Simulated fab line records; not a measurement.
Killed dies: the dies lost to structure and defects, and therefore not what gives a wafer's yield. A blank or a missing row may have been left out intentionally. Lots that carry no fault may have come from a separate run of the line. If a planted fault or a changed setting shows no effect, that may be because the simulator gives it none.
fab line records	flow nand-harc
[record] lots = 12	wafers = 33	last-day = 25
route steps=1159 shown P_M2@332 P_BONDPAD@359 END@1159
lots untouched by any fault: they come from a run of this same line in which no faults occurred
start-h: the number of hours between the record's first day and the start of the first shown wafer of the lot	wait-h: hours since the lot's step before	" unchanged from the row above	L1.1+2: a row that stands for several wafers	- either no value or no given start	* or withheld: withheld	< > ~ a bound
route shown NAME@n: a module of which the file shows steps, and the number in the route of the first	usual: mean/standard deviation of fault-free wafers	same: alike in all rows	chamber/n: place in a boat	sites: each site's reading	_std_site: the values' standard deviation	_edge_site: outer sites' mean less inner sites'	radius-mm: how far each site lies from the wafer's centre	mask NAME#n: copy n	behind: the last tool/chamber to shape the wafer	hold: why the lot went on hold/how many hours it stayed there/how the hold came to an end	device: whichever transistor did not switch (one of n, p or np)	end of line: the route-end tests of the same wafers	a step without rows: its recipe alone	killed: dies lost to structure and defects at the first sort, not the wafer's yield	map: dies across one wafer; x = killed, . = not, _ = none there
set.NAME: the setting that was run; set.NAME@STEP: the one run at that earlier step	model.NAME: the simulator's own value behind a step, which no gauge read
a sample of lots followed through the steps of the route, with each step as a table and each wafer as a row
services: the hour from which a tool's chamber was out of use, counted from the record's first day as start-h (under 0 if before that day), plus the number of hours and why
[[steps]]
[step NHARC_P_M2_ETCH_35]
[recipe] target-depth-a = 400	overetch-a = 120	time-s = 43.94	ion-energy-ev = 200	n2-flow-sccm = 150	h2-flow-sccm = 150	ar-flow-sccm = 0	rf-w = 400	bias-w = 150	chemistry = N2/H2
[usual] drypump-motor-current-A = 5.8/0.37	oes-product-au = 0.999/0.011	rf-vpp-V = 431.2/2.7	showerhead-plenum-p-Torr = 2.06/0.094	throttle-valve-pct = 14.171/0.0091
[same] time-s = 43.94
lot.wafer	tool	chamber	start-h	wait-h	drypump-motor-current-A	oes-product-au	rf-hours-counter-h	rf-vpp-V	showerhead-plenum-p-Torr	throttle-valve-pct
L596.3	rie-diel-02	2	124.58	0.1	6.3	0.975	47	433.7	2.11	14.176
L596.1	"	0	"	"	5.7	0.973	46	427.0	1.90	14.181
L596.6	"	3	"	"	5.9	1.006	-	427.2	1.90	14.169
L598.4	rie-diel-05	3	140.13	0.1	5.8	0.984	5	429.2	1.99	14.167
L598.2	"	0	"	"	5.8	0.991	6	434.4	2.19	14.160
L598.5	"	1	"	"	6.2	0.987	-	431.3	2.06	14.170
L599.1	rie-diel-02	0	142.21	0.1	5.7	0.976	52	426.2	1.89	14.160
L599.3	"	1	"	"	6.7	1.010	51	433.8	2.15	14.153
L599.4	"	2	"	"	6.3	0.992	52	432.9	2.11	14.173
L600.2	rie-diel-09	2	153.64	0.4	5.9	1.003	8	433.1	2.19	14.174
L600.3	"	3	"	"	5.1	0.982	9	433.3	2.13	14.173
L600.6	"	2	"	"	5.9	1.005	-	434.4	2.19	14.192
L605.1	rie-diel-05	3	188.63	0.1	5.8	1.004	0	430.3	1.99	14.166
L605.6	"	2	"	"	5.3	0.984	-	430.0	2.00	14.177
L606.3	rie-diel-09	3	190.37	0.1	5.1	0.992	15	433.1	2.13	14.168
L606.6	"	0	"	"	5.5	0.998	-	430.7	2.00	14.159
L607.1	rie-diel-05	3	208.70	0.1	5.8	0.995	1	428.4	1.99	14.170
L607.6	"	2	"	"	5.3	0.986	-	428.0	2.00	14.174
L611.1	rie-diel-05	3	224.91	0.1	5.8	0.992	2	429.5	1.99	14.165
L611.3	"	0	"	"	5.8	0.996	2	434.9	2.19	14.185
L611.6	"	3	"	"	5.8	1.002	-	429.1	1.99	14.157
L614.2	rie-diel-05	0	246.36	0.1	5.8	1.009	3	436.2	2.19	14.168
L614.4	"	1	"	"	6.1	1.018	3	431.2	2.06	14.184
L614.5	"	0	"	"	5.8	1.011	-	434.9	2.19	14.173
L615.1	rie-diel-09	2	246.61	0.1	5.9	0.997	23	435.2	2.19	14.160
L615.3	"	0	"	"	5.5	0.991	23	429.2	2.00	14.168
L615.5	"	1	"	"	6.2	1.001	-	433.5	2.16	14.167
L617.1	rie-diel-02	2	251.35	0.1	6.3	0.982	38	432.7	2.09	14.181
L617.5	"	0	"	"	5.7	0.985	-	425.5	1.88	14.171
L617.6	"	1	"	"	6.7	1.004	-	432.8	2.14	14.179
L618.3	rie-diel-05	2	261.13	0.1	5.3	1.007	3	428.4	2.00	14.168
L618.2	"	1	"	"	6.1	1.016	3	430.4	2.06	14.174
L618.5	"	2	"	"	5.3	0.989	-	428.5	2.00	14.157
[step NHARC_P_M2_ETCH_28]
[recipe] target-depth-a = 300	over-etch-frac = 0.3	time-s = 72.99	ion-energy-ev = 150	cf4-flow-sccm = 50	n2-flow-sccm = 100	ar-flow-sccm = 150	rf-w = 300	bias-w = 100	chemistry = CF4/N2
[usual] drypump-motor-current-A = 5.7/0.37	oes-product-au = 1.000/0.0089	rf-vpp-V = 314.9/1.9	showerhead-plenum-p-Torr = 2.67/0.1	throttle-valve-pct = 19.795/0.0092
[same] time-s = 72.99
lot.wafer	tool	chamber	start-h	wait-h	drypump-motor-current-A	oes-product-au	rf-hours-counter-h	rf-vpp-V	showerhead-plenum-p-Torr	throttle-valve-pct
L596.3	rie-diel-05	1	-	-	6.1	1.010	5	314.7	2.65	19.811
L596.1	"	2	"	"	5.3	1.004	5	313.4	2.58	19.799
L596.6	"	1	"	"	6.2	1.013	-	314.7	2.65	19.796
L598.4	rie-diel-05	0	-	-	5.8	1.004	6	317.6	2.80	19.779
L598.2	"	1	"	"	6.1	0.999	5	314.7	2.65	19.808
L598.5	"	3	"	"	5.8	1.004	-	312.4	2.57	19.790
L599.4	rie-diel-02	1	-	-	6.7	0.996	51	317.4	2.76	19.783
L599.3	"	2	"	"	6.3	0.975	53	316.0	2.71	19.806
L599.1	"	3	"	"	5.8	0.995	49	311.4	2.46	19.785
L600.3	rie-diel-05	2	-	-	5.3	0.989	6	313.3	2.58	19.798
L600.2	"	3	"	"	5.8	1.002	6	313.1	2.57	19.777
L600.6	"	1	"	"	6.1	0.995	-	313.7	2.65	19.795
L605.1	rie-diel-05	1	-	-	6.2	1.007	1	314.7	2.65	19.809
L605.6	"	0	"	"	5.8	1.012	-	316.0	2.80	19.791
L606.3	rie-diel-09	0	-	-	5.5	0.996	14	312.9	2.58	19.806
L606.6	"	3	"	"	5.1	0.988	-	315.8	2.73	19.793
L607.1	rie-diel-09	0	-	-	5.5	1.003	17	312.9	2.58	19.809
L607.6	"	0	"	"	5.5	1.001	-	312.6	2.58	19.794
L611.1	rie-diel-05	2	-	-	5.3	0.988	2	313.4	2.58	19.793
L611.3	"	3	"	"	5.8	0.999	2	311.8	2.57	19.792
L611.6	"	2	"	"	5.3	0.989	-	313.8	2.58	19.793
L614.4	rie-diel-05	3	-	-	5.8	0.983	3	312.8	2.57	19.786
L614.2	"	0	"	"	5.8	0.995	3	318.5	2.80	19.801
L614.5	"	3	"	"	5.8	0.997	-	311.8	2.57	19.815
L615.3	rie-diel-09	2	-	-	5.9	0.993	23	315.8	2.80	19.784
L615.1	"	3	"	"	5.1	1.005	23	317.2	2.73	19.815
L615.5	"	0	"	"	5.5	0.999	-	312.9	2.57	19.803
L617.1	rie-diel-09	2	-	-	5.9	1.009	25	317.5	2.80	19.793
L617.6	"	2	"	"	5.9	1.012	-	317.4	2.80	19.792
L617.5	"	3	"	"	5.1	1.010	-	315.9	2.73	19.808
L618.2	rie-diel-05	1	-	-	6.2	1.003	3	313.8	2.64	19.799
L618.3	"	3	"	"	5.8	0.998	3	312.0	2.57	19.785
L618.5	"	1	"	"	6.2	1.016	-	317.2	2.64	19.783
[step NHARC_P_M2_DEGAS_29]
[recipe] temp-c = 250	time-s = 60
[usual] heater-power-w = 340/35
[same] time-s = 60
lot.wafer	tool	chamber	start-h	wait-h	heater-power-w
L596.1	pvd-sputter-03	-	125.54	-	402
L596.3	"	-	"	"	321
L596.6	"	-	"	"	397
L598.4	pvd-sputter-02	-	141.05	-	306
L598.2	"	-	"	"	340
L598.5	"	-	"	"	317
L599.4	pvd-sputter-02	-	143.15	-	351
L599.1	"	-	"	"	330
L599.3	"	-	"	"	309
L600.2	pvd-sputter-01	-	154.70	-	306
L600.3	"	-	"	"	387
L600.6	"	-	"	"	382
L605.1	pvd-sputter-01	-	189.59	-	397
L605.6	"	-	"	"	370
L606.3	pvd-sputter-02	-	191.31	-	353
L606.6	"	-	"	"	307
L607.1	pvd-sputter-01	-	209.65	-	382
L607.6	"	-	"	"	376
L611.3	pvd-sputter-03	-	225.86	-	324
L611.1	"	-	"	"	312
L611.6	"	-	"	"	341
L614.4	pvd-sputter-01	-	247.29	-	316
L614.2	"	-	"	"	373
L614.5	"	-	"	"	288
L615.1	pvd-sputter-02	-	247.55	-	326
L615.3	"	-	"	"	352
L615.5	"	-	"	"	342
L617.1	pvd-sputter-03	-	252.30	-	318
L617.6	"	-	"	"	319
L617.5	"	-	"	"	339
L618.2	pvd-sputter-01	-	262.13	-	326
L618.3	"	-	"	"	420
L618.5	"	-	"	"	293
[step NHARC_P_BONDPAD_SOFTBAKE_04]
[recipe] temp-c = 125	time-s = 70
[usual] heater-power-total-W = 201.0/1.3
lot.wafer	tool	chamber	start-h	wait-h	heater-power-total-W
L596.1	litho-track-05	0	128	-	199.2
L596.3	"	0	"	"	201.4
L596.6	"	0	"	"	202.6
L598.2	litho-track-07	0	144	-	202.5
L598.4	"	0	"	"	201.1
L598.5	"	0	"	"	199.8
L599.1	litho-track-03	0	146	-	202.6
L599.3	"	0	"	"	202.0
L599.4	"	0	"	"	201.2
L600.2	litho-track-05	0	157	-	202.7
L600.3	"	0	"	"	199.5
L600.6	"	0	"	"	200.7
L605.1	litho-track-05	0	192	-	202.6
L605.6	"	0	"	"	207.0
L606.3	litho-track-05	0	194	-	201.4
L606.6	"	0	"	"	206.6
L607.1	litho-track-05	0	212	-	202.6
L607.6	"	0	"	"	206.9
L611.1	litho-track-03	0	228	-	199.8
L611.3	"	0	"	"	198.8
L611.6	"	0	"	"	199.1
L614.2	litho-track-03	0	250	-	201.4
L614.4	"	0	"	"	199.6
L614.5	"	0	"	"	198.8
L615.1	litho-track-07	0	250	-	201.1
L615.3	"	0	"	"	200.5
L615.5	"	0	"	"	202.7
L617.1	litho-track-07	0	256	-	201.6
L617.5	"	0	"	"	199.4
L617.6	"	0	"	"	199.4
L618.2	litho-track-03	0	265	-	199.0
L618.3	"	0	"	"	200.8
L618.5	"	0	"	"	201.5
[step NHARC_END_SORT_01]
[recipe] temp-c = 25
[usual] defect-limited-yield = 95.6/1.4	killed-at-array = 26/9	killed-at-other = 0.8/1.2	killed-at-periphery = 3.2/2.3	killed-dies = 30/9.1	killed-open = 3.5/2	killed-short = 1.8/1.4	sort_bin_2_pct = 1.4/0.59	sort_bin_3_pct = 0.25/0.22	sort_bin_4_pct = 2.8/0.91	sort-n-pass = 647/9.1	sort-rim-yield-pct = 95.4/3	sort-yield-pct = 95.6/1.4
[same] gross-dies = 677	sort_bin_5_pct[%] = 0	sort_bin_6_pct[%] = 0	sort_bin_7_pct[%] = 0	sort_bin_8_pct[%] = 0	sort-rim-n-gross = 106.00
lot.wafer	tool	chamber	start-h	wait-h	defect-limited-yield[%]	killed-at-array	killed-at-other	killed-at-periphery	killed-dies	killed-open	killed-short	sort_bin_2_pct[%]	sort_bin_3_pct[%]	sort_bin_4_pct[%]	sort-n-pass	sort-rim-yield-pct[%]	sort-yield-pct[%]
L607.1	prober-02	0	514.07	2.5	96.0	22	1	4	27	3	4	0.9	0.15	3.0	650	93.4	96.0
L607.6	prober-02	0	518.12	4.0	96.6	20	0	3	23	3	2	1.3	0	2.1	654	92.5	96.6
L614.2	prober-02	0	543.59	2.8	94.1	35	1	4	40	1	2	2.4	0	3.5	637	92.5	94.1
L614.4	prober-02	0	545.17	3.4	91.4	52	0	6	58	9	2	3.2	0.59	4.7	619	92.5	91.4
L614.5	prober-02	0	545.96	3.7	93.8	38	1	3	42	0	3	2.7	0.15	3.4	635	95.3	93.8
L618.2	prober-02	0	601.29	2.8	93.2	42	1	3	46	3	3	1.8	0.74	4.3	631	88.7	93.2
L618.3	prober-02	0	602.08	3.1	93.1	36	2	9	47	6	2	2.8	0	4.1	630	87.7	93.1
L618.5	prober-02	0	603.68	3.7	94.4	35	1	2	38	5	1	1.5	0.44	3.7	639	87.7	94.4
// killed by level:class
L607.1 A_SLIT:chamber-film-flake=9 A_CHANNEL_HOLE_D1:chamber-film-flake=4 A_CONTACT:chamber-film-flake=3 A_WL_FILL:geometric-particle:short=2 P_M1:chamber-film-flake=2 P_M0:geometric-particle:short=1 A_CHANNEL_FILL_D1:geometric-particle:short=1 A_WL_FILL:geometric-particle:open=1
L607.6 A_SLIT:chamber-film-flake=8 A_CHANNEL_HOLE_D1:chamber-film-flake=4 A_CONTACT:chamber-film-flake=4 P_CONTACT:geometric-particle:open=1 P_M2:geometric-particle:short=1 A_ONON_D1:geometric-particle:short=1 A_CHANNEL_FILL_D1:geometric-particle:open=1 A_BLC:geometric-particle:open=1
L614.2 A_CHANNEL_HOLE_D1:chamber-film-flake=15 A_SLIT:chamber-film-flake=11 A_CONTACT:chamber-film-flake=4 A_STAIRCASE:chamber-film-flake=3 P_M0:geometric-particle:open=1 P_M2:geometric-particle:short=1 A_WL_FILL:geometric-particle:short=1 P_ZERO_WELL:chamber-film-flake=1
L614.4 A_CHANNEL_HOLE_D1:chamber-film-flake=20 A_SLIT:chamber-film-flake=12 A_STAIRCASE:chamber-film-flake=7 A_M0:geometric-particle:open=5 A_CONTACT:chamber-film-flake=4 A_BLC:geometric-particle:open=2 P_GATE:geometric-particle:short=1 P_M0:geometric-particle:open=1
L614.5 A_CHANNEL_HOLE_D1:chamber-film-flake=23 A_SLIT:chamber-film-flake=9 P_ZERO_WELL:chamber-film-flake=2 A_STAIRCASE:chamber-film-flake=2 A_WL_FILL:geometric-particle:short=1 A_CONTACT:geometric-particle:short=1 A_M1:geometric-particle:short=1 P_STI:chamber-film-flake=1
L618.2 A_SLIT:chamber-film-flake=13 A_STAIRCASE:chamber-film-flake=7 A_CONTACT:chamber-film-flake=7 A_CHANNEL_HOLE_D1:chamber-film-flake=4 A_SGD_CUT:chamber-film-flake=4 P_STI:chamber-film-flake=2 A_ONON_D1:geometric-particle:open=1 A_ONON_D1:geometric-particle:short=1
L618.3 A_SLIT:chamber-film-flake=12 P_STI:chamber-film-flake=6 A_CHANNEL_HOLE_D1:chamber-film-flake=5 A_SGD_CUT:chamber-film-flake=5 A_STAIRCASE:chamber-film-flake=4 A_CONTACT:chamber-film-flake=4 A_M0:geometric-particle:open=3 THIN_TSV:chamber-film-flake=2
L618.5 A_SLIT:chamber-film-flake=15 A_CHANNEL_HOLE_D1:chamber-film-flake=5 A_SGD_CUT:chamber-film-flake=5 A_CONTACT:chamber-film-flake=3 A_ONON_D1:geometric-particle:open=2 P_STI:chamber-film-flake=2 A_CHANNEL_FILL_D1:geometric-particle:open=1 A_SGD_CUT:geometric-particle:short=1
[[services]]
tool	chamber	start-h	hours	kind
pvd-sputter-03	-	106.96	10.0	pm
rie-diel-02	3	112.53	7.5	repair
rie-diel-05	0	118.10	-	clean
rie-diel-05	1	118.10	-	clean
rie-diel-05	2	118.10	-	clean
rie-diel-05	3	118.10	-	clean
rie-diel-09	2	127.21	3.8	repair
rie-diel-05	2	138.57	1.3	repair
rie-diel-05	0	142.60	-	clean
rie-diel-05	1	142.60	-	clean
rie-diel-02	-	150.74	9.0	pm
pvd-sputter-01	-	160.94	10.0	pm
rie-diel-05	-	163.60	9.0	pm
rie-diel-02	1	175.79	11.4	repair
rie-diel-02	2	179.03	4.7	repair
litho-track-07	-	189.00	7.0	pm
rie-diel-09	-	194.31	1.1	repair
rie-diel-09	-	196.40	1.0	repair
litho-track-03	-	213.00	7.0	pm
pvd-sputter-02	-	214.00	10.0	pm
litho-track-05	-	237.00	7.0	pm
rie-diel-09	-	254.10	9.0	pm
pvd-sputter-01	-	256.36	3.0	repair
rie-diel-05	1	264.52	6.6	repair
[[key]]
[first-sign] step = NHARC_P_BONDPAD_SOFTBAKE_04	reading = heater-power-total-W	direction = up	sigmas = 4.5	usual = *	struck = *
effect none on later readings
met-at NHARC_P_BONDPAD_SOFTBAKE_04
struck-lots L605,L606,L607
struck-wafers L605.6,L606.6,L607.6
not-acting-at NHARC_P_M2_ETCH_35,NHARC_P_M2_ETCH_28,NHARC_P_M2_DEGAS_29
onset-between 157 192
[fault] kind = process-parameter-drift	tool = litho-track-05	chamber = -	onset-h = 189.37	steps = NHARC_P_BONDPAD_SOFTBAKE_04	channel = time-s	offset = *	shape = step	end-h = 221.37	scope = struck-wafers-only	acts-in = *	stated = *
